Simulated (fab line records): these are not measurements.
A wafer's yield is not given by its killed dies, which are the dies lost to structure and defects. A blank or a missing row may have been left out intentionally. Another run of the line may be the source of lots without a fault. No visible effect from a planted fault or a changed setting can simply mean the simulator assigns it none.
fab line records	flow n5Finfet
[record] lots = 10	wafers = 30	lastDay = 17
route steps=1938 shown BEOL_M5@1135
lots that met no fault: taken from a fault-free run of the same line
startH: start of the lot's first displayed wafer, in hours after the record's first day	waitH: time in hours since the lot's previous step	" the same as in the row above	L1.1+2: a single row standing in for several wafers	- no value present, or no start provided	* or withheld: withheld	< > ~ a bound
route shown NAME@n: names a module that has steps shown in the file, with the first one's number in the route	usual: average and standard deviation across the fault-free wafers	same: alike in all rows	chamber/n: place in a boat	sites: per-site readings	_std_site: standard deviation across them	_edge_site: mean of outer sites minus mean of inner sites	radiusMm: for every site, how far away it sits from the centre of the wafer	mask NAME#n: copy n	behind: the most recent tool/chamber to have shaped the wafer	hold: what put the lot on hold/how long, in hours/how the hold closed	device: the n, p or np transistor that did not switch	end of line: the route-end tests of the same wafers	where a step has no rows: the recipe by itself	killed: not the wafer's yield, but the dies lost to structure and defects at the first sort	map: per-die view of a wafer (x killed, . not killed, _ where there is no die)
set.NAME: the setting the step ran with; set.NAME@STEP: the setting that earlier step ran with	model.NAME: the simulator's own value behind a step, which no gauge read
route steps across a sampled set of lots; one table per step, one row per wafer
services: the hour from which a tool's chamber was out of use, counted from the record's first day as startH (under 0 if before that day), plus the number of hours and why
[[steps]]
[step N5_BEOL_M5_STRIP_64]
[recipe] chemistry = CF4	resist = SiARC	powerW = 300	biasPowerW = 75	pressureMtorr = 50	cf4FlowSccm = 150	rfFrequencyHz = 6e+07
[usual] drypumpMotorCurrentA = 5.83/0.25	oesProductAu = 0.77/0.084	rfVppV = 271.0/1.7	showerheadPlenumPTorr = 1.79/0.066	throttleValvePct = 13.65/0.28
lot.wafer	tool	chamber	startH	waitH	drypumpMotorCurrentA	oesProductAu	rfHoursCounterH	rfVppV	showerheadPlenumPTorr	throttleValvePct
L126.1	rieDiel-04	2	158.86	0.0	5.61	0.68	247	269.1	1.70	13.75
L126.4	"	0	"	"	5.53	0.73	180	269.2	1.73	13.69
L126.6	"	1	"	"	5.99	0.84	-	271.1	1.74	13.26
L130.1	rieDiel-03	2	182.43	0.0	5.67	0.75	153	272.8	1.86	13.72
L130.3	"	1	"	"	5.59	0.75	173	271.5	1.74	13.77
L130.5	"	1	"	"	5.58	0.74	-	268.6	1.74	13.78
L131.1	rieDiel-04	0	189.34	0.0	5.54	0.71	191	270.3	1.73	13.72
L131.2	"	1	"	"	5.99	0.83	82	270.7	1.74	13.29
L131.4	"	3	"	"	6.21	0.73	179	270.9	1.79	13.87
L135.2	rieDiel-05	0	211.86	0.0	5.80	0.68	235	270.3	1.77	14.06
L135.4	"	0	"	"	5.81	0.68	-	271.9	1.77	14.05
L135.6	"	3	"	"	5.99	0.73	-	270.9	1.71	13.77
L136.1	rieDiel-03	2	219.04	0.0	5.72	0.74	166	273.1	1.86	13.74
L136.2	"	1	"	"	5.57	0.74	186	268.7	1.73	13.81
L136.3	"	3	"	"	5.78	0.94	7	273.2	1.89	13.16
L137.2	rieDiel-04	2	240.84	0.0	5.61	0.89	14	272.9	1.90	13.22
L137.3	"	1	"	"	6.03	0.81	95	269.2	1.74	13.32
L137.6	"	2	"	"	5.62	0.89	-	273.3	1.90	13.20
L138.3	rieDiel-04	0	243.35	0.0	5.52	0.71	205	268.6	1.72	13.73
L138.4	"	3	"	"	6.19	0.72	194	271.3	1.79	13.94
L138.6	"	0	"	"	5.52	0.71	-	269.4	1.72	13.76
L139.1	rieDiel-05	3	246.75	0.0	6.00	0.72	174	269.0	1.71	13.80
L139.2	"	1	"	"	5.68	0.95	5	270.9	1.77	13.19
L139.5	"	3	"	"	6.02	0.73	-	270.6	1.71	13.80
L141.1	rieDiel-03	3	251.81	0.0	5.80	0.91	18	272.6	1.89	13.19
L141.3	"	2	"	"	5.68	0.74	176	273.1	1.86	13.77
L141.4	"	0	"	"	6.27	0.71	202	270.1	1.77	13.90
L149.2	rieDiel-04	3	318.51	0.0	6.21	0.71	217	268.8	1.78	13.99
L149.4	"	2	"	"	5.61	0.84	39	274.5	1.90	13.26
L149.5	"	2	"	"	5.60	0.84	-	272.4	1.90	13.28
[step N5_BEOL_M5_OVL_MEAS_29]
[recipe] pointsPerWafer = 522
[usual] V4_OVL = -0.1/0.65
lot.wafer	tool	chamber	startH	waitH	V4_OVL[nm]
L126.1	overlay-01	0	159.66	0.0	-0.7
L126.4	"	0	"	"	-0.2
L126.6	"	0	"	"	0.0
L130.1	overlay-01	0	183.21	0.0	0.4
L130.3	"	0	"	"	0.5
L130.5	"	0	"	"	0.6
L131.1	overlay-01	0	191.08	0.0	-0.7
L131.2	"	0	"	"	-0.5
L131.4	"	0	"	"	0.5
L135.2	overlay-02	0	213.30	0.0	-1.1
L135.4	"	0	"	"	-1.1
L135.6	"	0	"	"	-1.0
L136.1	overlay-01	0	220.12	0.0	0.6
L136.2	"	0	"	"	-0.6
L136.3	"	0	"	"	0.0
L137.2	overlay-01	0	241.73	0.0	0.3
L137.3	"	0	"	"	0.9
L137.6	"	0	"	"	0.1
L138.3	overlay-02	0	245.69	0.0	-0.5
L138.4	"	0	"	"	-0.3
L138.6	"	0	"	"	-0.5
L139.1	overlay-01	0	247.31	0.0	0.9
L139.2	"	0	"	"	0.7
L139.5	"	0	"	"	0.4
L141.1	overlay-02	0	253.47	0.0	-0.1
L141.3	"	0	"	"	0.5
L141.4	"	0	"	"	-0.8
L149.2	overlay-02	0	319.65	0.0	-0.7
L149.4	"	0	"	"	-0.4
L149.5	"	0	"	"	0.5
[step N5_BEOL_M5_STRIP_36]
[recipe] chemistry = N2/H2	powerW = 450	tempC = 40	pressureMtorr = 20	rfFrequencyHz = 6e+07	overashFraction = 0.3	biasPowerW = 7	h2Frac = 0.5	n2FlowSccm = 200	h2FlowSccm = 200
[usual] drypumpMotorCurrentA = 5.85/0.21	oesProductAu = 0.80/0.094	rfVppV = 59.2/1.5	showerheadPlenumPTorr = 2.53/0.1	throttleValvePct = 23.74/0.25
[same] overashFraction = 0.3
lot.wafer	tool	chamber	startH	waitH	drypumpMotorCurrentA	oesProductAu	rfHoursCounterH	rfVppV	showerheadPlenumPTorr	throttleValvePct
L126.1	rieDiel-05	0	159.97	0.0	5.82	0.70	221	58.7	2.51	24.03
L126.4	"	3	"	"	6.02	0.76	-	60.3	2.43	23.49
L126.6	"	1	"	"	5.66	0.69	-	60.5	2.50	23.85
L130.1	rieDiel-04	0	183.56	0.0	5.53	0.73	189	59.9	2.41	23.81
L130.3	"	1	"	"	6.07	0.87	80	58.4	2.48	23.51
L130.5	"	1	"	"	6.03	0.86	-	57.4	2.48	23.53
L131.1	rieDiel-05	3	191.52	0.0	6.00	0.74	154	59.9	2.43	23.50
L131.2	"	2	"	"	5.81	0.87	59	59.4	2.70	23.95
L131.4	"	0	"	"	5.80	0.67	230	59.9	2.50	24.05
L135.2	rieDiel-03	2	213.62	0.0	5.72	0.75	164	59.9	2.62	23.69
L135.4	"	0	"	"	6.29	0.70	190	59.9	2.52	24.02
L135.6	"	3	"	"	5.80	0.98	-	59.9	2.70	23.31
L136.1	rieDiel-03	3	220.43	0.0	5.77	0.97	8	59.4	2.70	23.32
L136.2	"	0	"	"	6.26	0.72	192	59.8	2.52	24.01
L136.3	"	1	"	"	5.62	0.75	186	57.2	2.43	24.11
L137.2	rieDiel-05	3	242.04	0.0	6.01	0.73	173	60.9	2.42	23.51
L137.3	"	1	"	"	5.69	1.00	3	57.2	2.50	23.53
L137.6	"	0	"	"	5.82	0.67	-	61.5	2.50	24.06
L138.3	rieDiel-05	2	246.08	0.0	5.83	0.84	79	59.7	2.69	23.94
L138.4	"	0	"	"	5.82	0.68	249	58.5	2.50	24.07
L138.6	"	2	"	"	5.80	0.84	-	62.4	2.69	23.98
L139.1	rieDiel-05	1	247.63	0.0	5.69	0.97	5	60.2	2.50	23.52
L139.2	"	3	"	"	6.02	0.73	174	61.0	2.42	23.51
L139.5	"	2	"	"	5.81	0.85	-	61.7	2.69	23.99
L141.1	rieDiel-05	1	253.79	0.0	5.68	0.96	7	63.4	2.50	23.51
L141.3	"	2	"	"	5.84	0.84	82	59.6	2.68	23.95
L141.4	"	3	"	"	6.00	0.72	-	58.0	2.42	23.50
L149.2	rieDiel-04	3	319.96	0.0	6.22	0.72	217	60.0	2.52	24.05
L149.4	"	2	"	"	5.62	0.84	40	59.9	2.69	23.31
L149.5	"	0	"	"	5.59	0.71	-	58.8	2.40	23.87
[step N5_BEOL_M5_TRENCH_ETCH_37]
[recipe] chemistry = C4F6/O2	targetDepthA = 716.52	target = SiCOH_lowk	timeS = 24.7	ionEnergyEv = 250	pressureMtorr = 30	sourceW = 345	biasW = 185	Ar_flow_sccm = 300	C4F6_flow_sccm = 10	O2_flow_sccm = 10
[usual] biasW = 185.1/0.53	drypumpMotorCurrentA = 5.84/0.21	oesProductAu = 0.80/0.095	rfVppV = 659/12	showerheadPlenumPTorr = 2.85/0.11	throttleValvePct = 21.03/0.23
[same] timeS = 24.7
lot.wafer	tool	chamber	startH	waitH	biasW	drypumpMotorCurrentA	oesProductAu	rfHoursCounterH	rfVppV	showerheadPlenumPTorr	throttleValvePct
L126.1	rieDiel-05	0	160.01	-	184.8	5.83	0.69	221	657	2.82	21.32
L126.4	"	3	"	"	185.5	6.01	0.75	-	659	2.76	21.18
L126.6	"	1	"	"	185.8	5.67	0.69	-	650	2.82	21.02
L130.1	rieDiel-04	0	183.60	-	186.0	5.55	0.72	189	659	2.73	21.04
L130.3	"	1	"	"	185.3	6.04	0.84	80	656	2.78	20.68
L130.5	"	1	"	"	185.3	6.02	0.85	-	656	2.78	20.68
L131.1	rieDiel-05	3	191.56	-	184.1	6.01	0.75	154	658	2.75	21.19
L131.2	"	2	"	"	184.4	5.82	0.87	59	643	3.03	21.16
L131.4	"	0	"	"	185.7	5.81	0.69	230	658	2.81	21.33
L135.2	rieDiel-03	2	213.66	-	184.7	5.70	0.75	164	685	2.93	20.95
L135.4	"	0	"	"	185.8	6.25	0.72	190	683	2.82	21.17
L135.6	"	3	"	"	185.3	5.81	0.98	-	682	3.04	20.68
L136.1	rieDiel-03	3	220.47	-	184.9	5.79	0.97	8	682	3.04	20.68
L136.2	"	0	"	"	184.3	6.26	0.72	192	682	2.82	21.18
L136.3	"	1	"	"	185.1	5.59	0.74	186	656	2.74	21.09
L137.2	rieDiel-05	3	242.08	-	185.3	5.98	0.73	173	659	2.75	21.22
L137.3	"	1	"	"	185.9	5.69	0.97	3	649	2.82	20.67
L137.6	"	0	"	"	184.9	5.82	0.67	-	658	2.80	21.37
L138.3	rieDiel-05	2	246.12	-	185.6	5.81	0.85	79	642	3.02	21.20
L138.4	"	0	"	"	185.3	5.81	0.68	249	659	2.80	21.35
L138.6	"	2	"	"	185.4	5.82	0.85	-	642	3.02	21.16
L139.1	rieDiel-05	1	247.67	-	204.2	5.68	0.99	5	704	2.82	20.69
L139.2	"	3	"	"	205.4	6.00	0.74	174	714	2.74	21.25
L139.5	"	2	"	"	205.8	5.82	0.86	-	697	3.02	21.19
L141.1	rieDiel-05	1	253.83	-	205.5	5.67	0.98	7	704	2.82	20.67
L141.3	"	2	"	"	204.6	5.82	0.86	82	696	3.02	21.20
L141.4	"	3	"	"	204.1	5.99	0.73	-	713	2.74	21.23
L149.2	rieDiel-04	3	320.00	-	185.0	6.23	0.71	218	661	2.82	21.31
L149.4	"	2	"	"	185.4	5.59	0.84	40	658	3.03	20.77
L149.5	"	0	"	"	185.1	5.53	0.70	-	660	2.72	21.09
[[services]]
tool	chamber	startH	hours	kind
rieDiel-05	2	156.09	5.9	repair
rieDiel-03	-	158.81	0.4	repair
rieDiel-04	2	166.33	-	clean
rieDiel-04	2	166.33	-	consumableReplace:esc
rieDiel-04	2	166.33	-	consumableReplace:focusRing
rieDiel-04	2	166.33	-	consumableReplace:showerhead
rieDiel-04	2	166.33	17.8	scheduledDown
rieDiel-04	2	166.33	17.8	ventCycle
rieDiel-03	3	173.66	-	clean
rieDiel-05	1	210.42	-	clean
rieDiel-05	1	210.42	-	consumableReplace:focusRing
rieDiel-05	1	210.42	23.2	scheduledDown
rieDiel-05	1	210.42	23.2	ventCycle
rieDiel-04	-	234.11	1.7	repair
rieDiel-04	0	248.92	19.3	repair
rieDiel-05	0	250.22	-	clean
rieDiel-05	0	250.22	-	consumableReplace:focusRing
rieDiel-05	-	261.73	0.6	repair
rieDiel-05	-	266.08	0.8	repair
rieDiel-04	1	276.61	5.4	repair
rieDiel-04	-	281.45	0.4	repair
rieDiel-04	1	283.72	16.7	repair
rieDiel-05	1	290.76	9.6	repair
rieDiel-03	1	318.53	5.0	repair
[[key]]
[firstSign] step = N5_BEOL_M5_TRENCH_ETCH_37	reading = biasW	direction = up	sigmas = 38	usual = *	struck = *
[effect] step = N5_BEOL_M5_TRENCH_ETCH_37	reading = rfVppV	direction = up	sigmas = 3.9	usual = 659	struck = 705
metAt N5_BEOL_M5_TRENCH_ETCH_37
struckLots L139,L141
notActingAt N5_BEOL_M5_STRIP_64,N5_BEOL_M5_OVL_MEAS_29,N5_BEOL_M5_STRIP_36
onsetBetween 246.12 247.67
[fault] kind = processParameterDrift	tool = rieDiel-05	chamber = -	onsetH = 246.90	steps = N5_BEOL_M5_TRENCH_ETCH_37	channel = biasW	offset = *	shape = step	endH = 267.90	actsIn = *	stated = *
